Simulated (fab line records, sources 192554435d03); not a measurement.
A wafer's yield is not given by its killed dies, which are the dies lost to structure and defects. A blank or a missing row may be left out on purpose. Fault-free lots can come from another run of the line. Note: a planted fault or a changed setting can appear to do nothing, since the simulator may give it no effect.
fab line records	flow n5_finfet
record: lots: 10	wafers: 30	last_day: 17
route steps=1938 shown BEOL_M11@1572 PASSIVATION@1936
lots that met no fault: from a run of the same line without faults
start_h: the number of hours between the record's first day and the start of the first shown wafer of the lot	wait_h: hours elapsed since this lot's preceding step	" repeats the value in the row above	L1.1+2: one row covering several wafers at once	- no value present, or no start provided	* or withheld: withheld	< > ~ a bound
route shown NAME@n: names a module that has steps shown in the file, with the first one's number in the route	usual: mean/standard deviation of fault-free wafers	same: alike in all rows	chamber/n: place in a boat	sites: the reading at each site	_std_site: standard deviation across them	_edge_site: outer sites' mean less inner sites'	radius_mm: for every site, how far away it sits from the centre of the wafer	mask NAME#n: copy n	behind: tool/chamber where the wafer was last shaped	hold: why the lot was held/for how many hours/how that ended	device: names the non-switching transistor (n, p or np)	end of line: tests run on the same wafers once the route is complete	step lacking rows: just its recipe	killed: dies that structure and defects cost at the first sort, which is not the same as the wafer's yield	map: a wafer's dies, x killed, . not, _ none there
set.NAME: the run value of the setting; set.NAME@STEP: its run value at that earlier step	model.NAME: the simulator's own value behind a step, which no gauge read
one table for each step of the route and one row for each wafer, over a sample of lots
services: from which hour (start_h, from the record's first day; less than 0 if before it) a tool's chamber was out of use, for how many hours, and why
== steps ==
step: N5_BEOL_M11_ETCH_65
recipe: chemistry: CF4	target: SiARC	target_depth_a: 390	mask_material: CAR-ArF	time_s: 65	ion_energy_ev: 80	pressure_mtorr: 40	source_w: 545	bias_w: 36	Ar_flow_sccm: 100	cf4_flow_sccm: 100	ends: cleared
usual: drypump_motor_current_A: 5.6/0.47	etch_rf_on_time_s: 65.8/1.8	oes_product_au: 0.69/0.08	rf_vpp_V: 184.3/1.1	showerhead_plenum_p_Torr: 2.16/0.071	throttle_valve_pct: 15.54/0.29
lot.wafer	tool	chamber	start_h	wait_h	drypump_motor_current_A	etch_rf_on_time_s	oes_product_au	rf_hours_counter_h	rf_vpp_V	showerhead_plenum_p_Torr	throttle_valve_pct
L960.2	rie_diel-04	3	243.34	0.0	5.0	66.5	0.73	46	184.8	2.17	15.13
L960.4	"	0	"	"	5.3	66.8	0.76	27	186.2	2.26	15.06
L960.5	"	2	"	"	4.9	62.9	0.69	-	183.9	2.15	15.54
L964.1	rie_diel-02	0	256.15	0.0	6.0	68.5	0.60	211	183.2	2.13	15.83
L964.2	"	3	"	"	5.4	65.6	0.73	56	185.5	2.26	15.38
L964.6	"	0	"	"	6.0	69.5	0.60	-	183.4	2.13	15.84
L963.2	rie_diel-02	0	258.23	0.0	6.0	69.2	0.60	212	184.4	2.13	15.83
L963.3	"	3	"	"	5.4	66.3	0.72	57	185.1	2.26	15.40
L963.4	"	0	"	"	6.0	69.0	0.60	-	183.6	2.13	15.83
L967.2	rie_diel-04	0	264.92	0.0	5.3	66.5	0.75	34	184.8	2.26	15.08
L967.3	"	2	"	"	4.9	62.7	0.68	112	183.8	2.15	15.57
L967.5	"	2	"	"	4.9	63.2	0.68	-	183.3	2.15	15.57
L966.1	rie_diel-05	3	273.13	0.0	5.3	63.5	0.81	7	181.9	2.10	15.52
L966.2	"	2	"	"	5.8	64.4	0.75	47	183.8	2.08	15.25
L966.6	"	1	"	"	5.5	69.0	0.56	-	184.2	2.09	15.70
L970.1	rie_diel-02	1	296.22	0.0	5.8	66.5	0.59	216	183.4	2.21	15.92
L970.3	"	3	"	"	5.4	65.5	0.71	70	185.5	2.25	15.43
L970.6	"	3	"	"	5.4	65.6	0.71	-	185.1	2.25	15.43
L977.1	rie_diel-04	1	338.35	0.0	6.2	47.3	0.97	23	185.0	2.30	15.61
L977.3	"	3	"	"	5.0	49.3	0.83	78	184.3	2.16	15.19
L977.4	"	2	"	"	4.9	63.4	0.66	137	183.6	2.14	15.61
L980.2	rie_diel-04	2	339.74	0.0	4.9	46.1	0.81	137	184.4	2.14	15.62
L980.5	"	2	"	"	4.9	63.1	0.65	-	183.3	2.14	15.60
L980.6	"	1	"	"	6.2	64.5	0.80	-	184.9	2.30	15.63
L979.1	rie_diel-05	1	346.71	0.0	5.5	65.8	0.81	4	182.1	2.09	15.27
L979.4	"	2	"	"	5.8	64.1	0.73	71	184.0	2.07	15.30
L979.5	"	0	"	"	6.4	67.4	0.58	-	184.7	2.19	15.99
L981.1	rie_diel-05	1	375.36	0.0	5.5	65.7	0.79	13	184.6	2.09	15.28
L981.3	"	2	"	"	5.8	65.2	0.71	80	182.5	2.07	15.33
L981.4	"	1	"	"	5.5	66.1	0.79	-	182.5	2.08	15.28
step: N5_BEOL_M11_ETCH_66
recipe: chemistry: N2/H2	target: SOC	target_depth_a: 1200	overetch_a: 240	mask_material: SiARC	temp_c: 40	time_s: 180	ion_energy_ev: 200	pressure_mtorr: 30	source_w: 840	bias_w: 150	n2_flow_sccm: 200	h2_flow_sccm: 200
usual: drypump_motor_current_A: 5.6/0.47	oes_product_au: 0.66/0.07	rf_vpp_V: 524.8/2.2	showerhead_plenum_p_Torr: 2.58/0.078	throttle_valve_pct: 17.8/0.32
lot.wafer	tool	chamber	start_h	wait_h	drypump_motor_current_A	oes_product_au	rf_hours_counter_h	rf_vpp_V	showerhead_plenum_p_Torr	throttle_valve_pct
L960.2	rie_diel-04	3	243.39	0.0	5.0	0.70	46	525.0	2.58	17.4
L960.4	"	0	"	"	5.3	0.73	28	527.7	2.67	17.1
L960.5	"	2	"	"	4.9	0.64	-	524.1	2.57	17.7
L964.1	rie_diel-02	0	256.20	0.0	6.0	0.59	211	523.6	2.51	18.0
L964.2	"	3	"	"	5.4	0.69	56	528.5	2.71	17.8
L964.6	"	0	"	"	6.1	0.59	-	522.8	2.51	18.0
L963.2	rie_diel-02	0	258.28	0.0	6.0	0.58	212	523.9	2.51	18.0
L963.3	"	3	"	"	5.4	0.68	57	527.9	2.71	17.8
L963.4	"	0	"	"	6.0	0.58	-	523.9	2.51	18.0
L967.2	rie_diel-04	0	264.97	0.0	5.3	0.72	34	528.7	2.67	17.2
L967.3	"	2	"	"	4.9	0.64	112	525.6	2.57	17.8
L967.5	"	2	"	"	4.9	0.64	-	524.1	2.57	17.7
L966.1	rie_diel-05	3	273.18	0.0	5.3	0.75	7	523.6	2.52	18.0
L966.2	"	2	"	"	5.8	0.71	47	523.7	2.48	17.5
L966.6	"	1	"	"	5.5	0.55	-	522.7	2.53	18.1
L970.1	rie_diel-02	1	296.27	0.0	5.9	0.57	217	525.3	2.64	18.3
L970.3	"	3	"	"	5.4	0.67	70	526.3	2.70	17.8
L970.6	"	3	"	"	5.4	0.67	-	527.8	2.70	17.8
L977.1	rie_diel-04	1	338.40	0.0	6.2	0.76	23	528.1	2.71	17.9
L977.3	"	3	"	"	5.0	0.67	78	525.8	2.57	17.4
L977.4	"	2	"	"	4.9	0.62	137	524.5	2.55	17.8
L980.2	rie_diel-04	2	339.79	0.0	4.9	0.61	137	523.8	2.55	17.8
L980.5	"	2	"	"	4.9	0.62	-	524.2	2.55	17.8
L980.6	"	1	"	"	6.2	0.76	-	527.3	2.71	17.9
L979.1	rie_diel-05	1	346.76	0.0	5.5	0.78	4	522.6	2.52	17.8
L979.4	"	2	"	"	5.8	0.68	71	522.2	2.47	17.6
L979.5	"	0	"	"	6.5	0.56	-	526.7	2.60	18.2
L981.1	rie_diel-05	1	375.41	0.0	5.5	0.75	13	522.6	2.52	17.8
L981.3	"	2	"	"	5.8	0.68	80	522.5	2.47	17.6
L981.4	"	1	"	"	5.5	0.75	-	523.3	2.52	17.8
step: N5_BEOL_M11_STRIP_36
recipe: chemistry: N2/H2	power_w: 450	temp_c: 40	pressure_mtorr: 20	rf_frequency_hz: 6e+07	overash_fraction: 0.3	bias_power_w: 7	h2_frac: 0.5	n2_flow_sccm: 200	h2_flow_sccm: 200
usual: drypump_motor_current_A: 5.6/0.47	oes_product_au: 0.81/0.093	rf_vpp_V: 59.2/1.9	showerhead_plenum_p_Torr: 2.57/0.079	throttle_valve_pct: 23.7/0.38
lot.wafer	tool	chamber	start_h	wait_h	drypump_motor_current_A	oes_product_au	rf_hours_counter_h	rf_vpp_V	showerhead_plenum_p_Torr	throttle_valve_pct
L960.2	rie_diel-04	3	243.58	0.0	5.0	0.86	46	60.9	2.58	23.2
L960.4	"	0	"	"	5.3	0.88	28	58.5	2.67	22.9
L960.5	"	2	"	"	4.9	0.79	-	62.4	2.56	23.4
L964.1	rie_diel-02	0	256.39	0.0	6.1	0.72	211	60.6	2.51	23.9
L964.2	"	3	"	"	5.4	0.84	56	58.3	2.71	23.7
L964.6	"	0	"	"	6.0	0.72	-	59.3	2.51	24.0
L963.2	rie_diel-02	0	258.47	0.0	6.0	0.71	212	58.0	2.51	24.0
L963.3	"	3	"	"	5.4	0.85	57	57.2	2.70	23.7
L963.4	"	0	"	"	6.1	0.70	-	61.4	2.51	24.0
L967.2	rie_diel-04	0	265.16	0.0	5.3	0.88	34	58.8	2.67	23.0
L967.3	"	2	"	"	4.9	0.79	112	60.4	2.56	23.4
L967.5	"	2	"	"	4.9	0.79	-	59.7	2.56	23.4
L966.1	rie_diel-05	3	273.36	0.0	5.3	0.94	7	57.4	2.51	24.0
L966.2	"	2	"	"	5.8	0.87	47	57.3	2.48	23.3
L966.6	"	1	"	"	5.5	0.67	-	59.6	2.52	23.9
L970.1	rie_diel-02	1	296.45	0.0	5.9	0.69	217	57.9	2.64	24.3
L970.3	"	3	"	"	5.4	0.83	70	60.0	2.70	23.7
L970.6	"	3	"	"	5.4	0.83	-	58.8	2.70	23.7
L977.1	rie_diel-04	1	338.59	0.0	6.2	0.91	23	62.1	2.71	24.0
L977.3	"	3	"	"	5.0	0.81	78	59.3	2.56	23.3
L977.4	"	2	"	"	4.9	0.77	137	61.1	2.55	23.4
L980.2	rie_diel-04	2	339.97	0.0	4.9	0.76	137	59.1	2.55	23.5
L980.5	"	2	"	"	4.9	0.77	-	60.9	2.55	23.4
L980.6	"	1	"	"	6.2	0.94	-	57.3	2.71	24.0
L979.1	rie_diel-05	1	346.95	0.0	5.5	0.98	4	60.1	2.52	23.8
L979.4	"	2	"	"	5.8	0.83	71	57.1	2.47	23.4
L979.5	"	0	"	"	6.4	0.67	-	58.0	2.59	24.1
L981.1	rie_diel-05	1	375.60	0.0	5.5	0.95	14	58.8	2.51	23.8
L981.3	"	2	"	"	5.8	0.83	80	58.9	2.47	23.4
L981.4	"	1	"	"	5.6	0.94	-	60.5	2.51	23.8
step: N5_BEOL_M11_ETCH_41
recipe: chemistry: CH3F/O2	target: SiCN	target_depth_a: 426	taper_deg: 2	time_s: 86	ion_energy_ev: 120	mask_material: TiN	pressure_mtorr: 30	source_w: 395	bias_w: 75	Ar_flow_sccm: 150	CH3F_flow_sccm: 30	O2_flow_sccm: 20
usual: CH3F_flow_sccm: 29.98/0.092	drypump_motor_current_A: 5.6/0.47	oes_product_au: 0.81/0.093	rf_vpp_V: 297.9/1.5	showerhead_plenum_p_Torr: 2.02/0.075	throttle_valve_pct: 16.3/0.3
lot.wafer	tool	chamber	start_h	wait_h	CH3F_flow_sccm	drypump_motor_current_A	oes_product_au	rf_hours_counter_h	rf_vpp_V	showerhead_plenum_p_Torr	throttle_valve_pct
L960.2	rie_diel-04	3	-	-	30.05	5.0	0.86	46	297.1	2.05	16.0
L960.4	"	0	"	"	29.85	5.2	0.89	28	300.2	2.12	15.8
L960.5	"	2	"	"	29.99	4.9	0.79	-	298.1	2.02	16.3
L964.1	rie_diel-02	0	-	-	29.96	6.0	0.71	211	295.7	1.98	16.5
L964.2	"	3	"	"	29.82	5.4	0.85	56	299.3	2.11	16.1
L964.6	"	0	"	"	29.87	6.0	0.72	-	297.0	1.98	16.5
L963.2	rie_diel-02	0	-	-	29.95	6.0	0.71	212	296.9	1.98	16.5
L963.3	"	3	"	"	30.03	5.4	0.86	57	300.7	2.11	16.1
L963.4	"	0	"	"	29.97	6.1	0.71	-	296.6	1.98	16.5
L967.2	rie_diel-04	0	-	-	29.99	5.2	0.89	34	301.1	2.12	15.8
L967.3	"	2	"	"	30.08	4.9	0.78	112	297.6	2.02	16.3
L967.5	"	2	"	"	29.97	4.9	0.78	-	297.5	2.02	16.3
L966.1	rie_diel-05	3	-	-	29.96	5.3	0.95	7	297.7	1.94	16.1
L966.2	"	2	"	"	30.02	5.8	0.88	47	296.3	1.93	15.9
L966.6	"	1	"	"	30.06	5.5	0.67	-	296.9	1.94	16.3
L970.1	rie_diel-02	1	-	-	30.02	5.8	0.69	217	297.3	2.06	16.6
L970.3	"	3	"	"	30.02	5.4	0.83	70	299.3	2.11	16.1
L970.6	"	3	"	"	29.95	5.4	0.83	-	298.5	2.11	16.1
L977.1	rie_diel-04	1	-	-	29.96	6.2	0.95	23	298.6	2.16	16.4
L977.3	"	3	"	"	29.89	5.0	0.82	78	297.0	2.04	16.0
L977.4	"	2	"	"	29.95	4.9	0.77	137	296.9	2.01	16.3
L980.2	rie_diel-04	2	-	-	29.85	4.9	0.76	137	297.1	2.01	16.3
L980.5	"	2	"	"	29.93	4.9	0.76	-	297.2	2.01	16.3
L980.6	"	1	"	"	29.98	6.2	0.93	-	300.0	2.16	16.4
L979.1	rie_diel-05	1	-	-	30.14	5.5	0.96	4	297.4	1.94	15.9
L979.4	"	2	"	"	29.98	5.8	0.84	71	295.0	1.93	16.0
L979.5	"	0	"	"	29.99	6.5	0.68	-	296.8	2.08	16.8
L981.1	rie_diel-05	1	-	-	30.06	5.6	0.93	14	298.9	1.94	15.9
L981.3	"	2	"	"	30.01	5.8	0.83	80	296.7	1.92	16.0
L981.4	"	1	"	"	30.05	5.6	0.93	-	296.9	1.94	16.0
step: N5_PASSIVATION_PROBE_49
usual: defect_limited_yield: 91.5/1.7	killed_at_M0_to_M3: 33/11	killed_at_M4_up: 13/5.2	killed_at_contacts: 11/5.7	killed_at_front_end: 39/11	killed_at_other: 4/3	killed_dies: 101/20	killed_open: 66/15	killed_short: 33/8.4	sort_bin_4_leakage: 0.01/0.073	sort_bin_5_function: 5.0/1.1	sort_bin_6_memory: 3.2/0.69	sort_bin_8_speed: 0.1/0.52	sort_n_pass: 1078/20	sort_yield_pct: 91.4/1.7
same: gross_dies: 1180	killed_at_back_side: 0
lot.wafer	tool	chamber	start_h	wait_h	defect_limited_yield[%]	killed_at_M0_to_M3	killed_at_M4_up	killed_at_contacts	killed_at_front_end	killed_at_other	killed_dies	killed_open	killed_short	sort_bin_4_leakage[%]	sort_bin_5_function[%]	sort_bin_6_memory[%]	sort_bin_8_speed[%]	sort_n_pass	sort_yield_pct[%]
L970.1	prober-01	-	337.32	0.0	93.8	23	11	5	27	7	73	48	23	0	3.7	2.3	0	1107	93.8
L970.3	prober-01	-	337.42	0.1	92.8	43	17	4	18	3	85	61	22	0	4.2	2.6	0.1	1095	92.8
L970.6	prober-01	-	337.57	0.3	91.8	37	11	7	40	2	97	68	27	0	5.7	2.4	0	1083	91.8
L977.3	prober-02	-	382.12	0.1	91.5	27	14	9	43	7	100	56	44	0	4.8	3.1	0	1080	91.5
killed by level:class
L970.1 BEOL_M0_SAQP:geometric_particle:short=7 FIN_SAQP:geometric_particle:open=5 STI_FIN_REVEAL:geometric_particle:open=5 BEOL_M1:geometric_particle:open=5 DUMMY_GATE:geometric_particle:open=4 MOL_CONTACT_COAG:geometric_particle:open=4 BEOL_M2:geometric_particle:open=4 PAD_METAL:geometric_particle:short=4
L970.3 BEOL_M0_SAQP:geometric_particle:open=10 BEOL_M2:geometric_particle:open=9 BEOL_M0_SAQP:geometric_particle:short=8 BEOL_M4:geometric_particle:open=7 DUMMY_GATE:geometric_particle:open=5 BEOL_M3:geometric_particle:open=5 STI_FIN_REVEAL:geometric_particle:open=4 GATE_CUT:geometric_particle:short=3
L970.6 FIN_SAQP:geometric_particle:open=16 BEOL_M0_SAQP:geometric_particle:open=10 BEOL_M0_SAQP:geometric_particle:short=9 FIN_SAQP:geometric_particle:short=7 BEOL_M2:geometric_particle:open=7 MOL_CONTACT_COAG:geometric_particle:open=5 BEOL_M1:geometric_particle:open=4 BEOL_M3:geometric_particle:open=4
L977.3 FIN_SAQP:geometric_particle:open=12 FIN_SAQP:geometric_particle:short=11 GATE_CUT:geometric_particle:short=9 MOL_CONTACT_COAG:geometric_particle:open=8 BEOL_M2:geometric_particle:open=7 BEOL_M0_SAQP:geometric_particle:short=7 PAD_METAL:geometric_particle:short=6 BEOL_M3:geometric_particle:open=5
== services ==
tool	chamber	start_h	hours	kind
rie_diel-05	3	222.62	-	clean
rie_diel-05	3	222.62	-	consumable_replace:focus_ring
rie_diel-05	3	222.62	24.3	scheduled_down
rie_diel-05	3	222.62	24.3	vent_cycle
rie_diel-05	-	229.87	0.2	repair
rie_diel-04	1	253.38	-	clean
rie_diel-04	1	253.38	-	consumable_replace:focus_ring
rie_diel-04	1	253.38	-	consumable_replace:showerhead
rie_diel-04	1	253.38	17.5	scheduled_down
rie_diel-04	1	253.38	17.5	vent_cycle
rie_diel-02	2	266.68	5.1	repair
rie_diel-05	1	305.69	-	clean
rie_diel-05	1	305.69	-	consumable_replace:focus_ring
rie_diel-05	1	305.69	27.6	scheduled_down
rie_diel-05	1	305.69	27.6	vent_cycle
rie_diel-05	-	319.34	2.8	pm
rie_diel-04	0	324.21	1.2	repair
rie_diel-02	-	330.92	3.4	repair
rie_diel-05	0	365.17	-	clean
rie_diel-05	0	365.17	-	consumable_replace:focus_ring
rie_diel-05	0	365.17	17.0	scheduled_down
rie_diel-05	0	365.17	17.0	vent_cycle
== key ==
first_sign: step: N5_BEOL_M11_ETCH_65	reading: etch_rf_on_time_s	direction: down	sigmas: 9.9	usual: *	struck: *
effect: step: N5_BEOL_M11_ETCH_65	reading: oes_product_au	direction: up	sigmas: 2.2	usual: 0.69	struck: 0.87	wafers_moved: 1
met_at N5_BEOL_M11_ETCH_65
struck_lots L977,L980
struck_wafers L977.1,L977.3,L980.2
not_acting_at N5_BEOL_M11_ETCH_66,N5_BEOL_M11_STRIP_36,N5_BEOL_M11_ETCH_41
onset_between 264.92 338.35
fault: kind: process_parameter_drift	tool: rie_diel-04	chamber: -	onset_h: 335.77	steps: N5_BEOL_M11_ETCH_65	channel: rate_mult	offset: 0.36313	shape: step	end_h: 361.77	scope: struck_wafers_only
